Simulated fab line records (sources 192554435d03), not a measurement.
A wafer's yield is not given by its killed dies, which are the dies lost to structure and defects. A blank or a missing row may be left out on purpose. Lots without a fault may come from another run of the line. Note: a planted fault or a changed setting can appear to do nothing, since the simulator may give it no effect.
Matching of chambers ; flow n5Finfet ; N5_BEOL_M6_STRIP_67 on rieDiel-01: 4 sister chambers
The step strips in CF4. 8 wafers are shown with their chamber, then 7 later ones without.

## WAFERS PAIRED WITH THEIR CHAMBERS
wafer;chamber;showerheadPlenumPTorr (Torr);drypumpMotorCurrentA (A)
L081.3;2;1.75;6.2
L084.1;0;1.87;5.7
L084.2;3;1.79;5.6
L088.2;1;1.79;5.8
L088.4;2;1.74;6.2
L088.5;1;1.79;5.7
L091.1;3;1.78;5.6
L091.4;0;1.87;5.8

## WAFERS MISSING THEIR CHAMBER
wafer;showerheadPlenumPTorr (Torr);drypumpMotorCurrentA (A)
L091.6;1.79;5.7
L096.1;1.86;5.7
L096.2;1.78;5.7
L096.3;1.73;6.2
L094.1;1.78;5.7
L094.4;1.73;6.2
L094.5;1.78;5.7

## EACH ONE'S CHAMBER
wafer;from the rows above;in truth
L091.6;can't be placed: 1 or 3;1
L096.1;0;0
L096.2;can't be placed: 1 or 3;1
L096.3;2;2
L094.1;can't be placed: 1 or 3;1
L094.4;2;2
L094.5;can't be placed: 1 or 3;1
Placed correctly: 3 of 7. Unplaceable from these rows: 4, with the true chamber sitting among the candidates in 4. Placed wrongly: 0.
How it was worked out, from the rows above alone: a wafer's distance from a chamber is the root of the sum, over the readings, of the square of ((its reading less the chamber's mean) divided by the reading's scatter). If the next closest chamber is less than 2 further off than the closest, the wafer can't be placed; otherwise it belongs to the closest. A chamber's mean is the mean of its shown wafers. How the scatter is found: for the shown wafers, subtract from each reading the mean of its chamber, square and add these, divide the total by (wafers less chambers), then take the root.
